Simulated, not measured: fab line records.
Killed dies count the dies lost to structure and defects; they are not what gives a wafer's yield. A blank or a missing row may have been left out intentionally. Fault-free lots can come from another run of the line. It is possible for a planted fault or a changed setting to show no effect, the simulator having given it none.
A struck lot beside a sound one || flow n5-finfet || 18 out of 1938 route steps
Sound: wafers L787.1, L787.2, L787.6. Wafers L794.4, L794.6 were the ones struck. Last of all comes the cause.
Order at every step that has rows: each side's tool, ch and its chambers, its first start. Under that, the readings that differ: sound wafers || struck wafers || difference of the means || sigmas: that difference in standard deviations of wafers without a fault.
alike: readings whose means differ by less than 2 such deviations, and words and numbers that are the same on both sides. not compared: withheld readings, readings that some wafer has no value for, bounds like >300 that may hide the same value, and numbers for which the record gives no deviation and whose values overlap.
The two part at a step that has a row with sigmas, a row that says differs or no value, or rows on one side only. Numbers that don't overlap but have no deviation are shown without sigmas and don't part them. Lack of a reading on every wafer of one side parts them only where that side has two or more wafers.

N5_BEOL_M15_DESCUM_33: chemistry O2, time 7.9 s.
  sound on rie-diel-06 ch 0,1,3, day 12 06:04; struck on rie-diel-01 ch 2,3, day 13 12:29
  alike: drypump-motor-current-A, oes-product-au, rf-fwd-power-W, rf-vpp-V, showerhead-plenum-p-Torr, throttle-valve-pct
  not compared: rf-hours-counter-h
then, 2 steps without rows for these wafers: N5_BEOL_M15_ETCH_61 (etches BARC in N2/H2, target depth 89 nm, overetch 26.7 nm, time 67.9 s); N5_BEOL_M15_TRENCH_ETCH_34 (etches SiO2 in C4F8/O2/Ar, target depth 872.93 nm, time 199 s).
N5_BEOL_M15_STRIP_36: strips in O2.
  sound on rie-diel-02 ch 0,1,2, day 12 06:26; struck on rie-diel-01 ch 0,1, day 13 14:19
  alike: drypump-motor-current-A, oes-product-au, rf-vpp-V, showerhead-plenum-p-Torr, throttle-valve-pct
  not compared: rf-hours-counter-h
N5_BEOL_M15_STRIP_62: strips in O2.
  sound on rie-diel-02 ch 0,1,2; struck on rie-diel-01 ch 0,1
  alike: drypump-motor-current-A, oes-product-au, rf-vpp-V, showerhead-plenum-p-Torr, throttle-valve-pct
  not compared: rf-hours-counter-h
N5_BEOL_M15_STRIP_37: strips in O2.
  sound on rie-diel-02 ch 0,1,2; struck on rie-diel-01 ch 0,1
  alike: drypump-motor-current-A, oes-product-au, rf-vpp-V, showerhead-plenum-p-Torr, throttle-valve-pct
  not compared: rf-hours-counter-h
then, 5 steps without rows for these wafers: N5_BEOL_M15_ETCH_38 (etches SiCN in CF4/N2, target depth 106.4 nm, time 120.5 s); N5_BEOL_M15_PRECLEAN_39 (cleans in residue remover, time 60 s); N5_BEOL_M15_SRD_40 (time 30 s, dry time 30 s); N5_BEOL_M15_DEGAS_41 (time 60 s); N5_BEOL_M15_PRE_CLEAN_42 (time 30 s).
N5_BEOL_M15_SPUTTER_43: material TaN, target thk 15 nm, time 24.19 s.
  struck on pvd-sputter-02, day 13 14:44; sound on pvd-sputter-03, day 12 07:02
{"reading": "model.TaN_of_BEOL_M15_SPUTTER_43.thk-nm (nm)", "sound": "15 14.8 15", "struck": "19.8 19.6", "difference": "+4.8", "sigmas": ""}
  alike: cathode-dc-power-W, throttle-valve-pct
N5_BEOL_M15_SPUTTER_44: material Ta, target thk 15 nm, time 24.19 s.
  struck on pvd-sputter-02, day 13 14:49; sound on pvd-sputter-03, day 12 07:07
  alike: cathode-dc-power-W, throttle-valve-pct
then, 3 steps without rows for these wafers: N5_BEOL_M15_SPUTTER_45 (material Cu, target thk 100 nm, time 16.67 s); N5_BEOL_M15_ECD_47 (material Cu, target thk 1860 nm); N5_BEOL_M15_ANNEAL_48 (time 90 s).
N5_BEOL_M15_CMP_49: polishes, stops on SiO2, t overpolish 4.9 s, target thk 850 nm.
  sound on cmp-03 ch 0,1,3, day 12 09:01; struck on cmp-03 ch 1,2, day 13 16:34
{"reading": "barrier-field-endpoint-s (s)", "sound": "11.49 11.46 11.57", "struck": "12.98 13.50", "difference": "+1.73", "sigmas": "+6"}
{"reading": "slurry-filter-dp-kPa (kPa)", "sound": "13.55 13.79 13.89", "struck": "13.29 13.45", "difference": -0.37, "sigmas": -2}
  alike: motor-current-A
N5_BEOL_M15_THK_MEAS_50: measures by xrf.
  struck on film-metro-01, day 13 16:47; sound on film-metro-01, day 12 09:14
{"reading": "M15_THK (nm)", "sound": "903 881 881", "struck": "846 844", "difference": -43, "sigmas": -3}

WHERE THEY PART
Earliest at N5_BEOL_M15_CMP_49; latest, in this record, at N5_BEOL_M15_THK_MEAS_50.

WHY: whatever the simulator had introduced
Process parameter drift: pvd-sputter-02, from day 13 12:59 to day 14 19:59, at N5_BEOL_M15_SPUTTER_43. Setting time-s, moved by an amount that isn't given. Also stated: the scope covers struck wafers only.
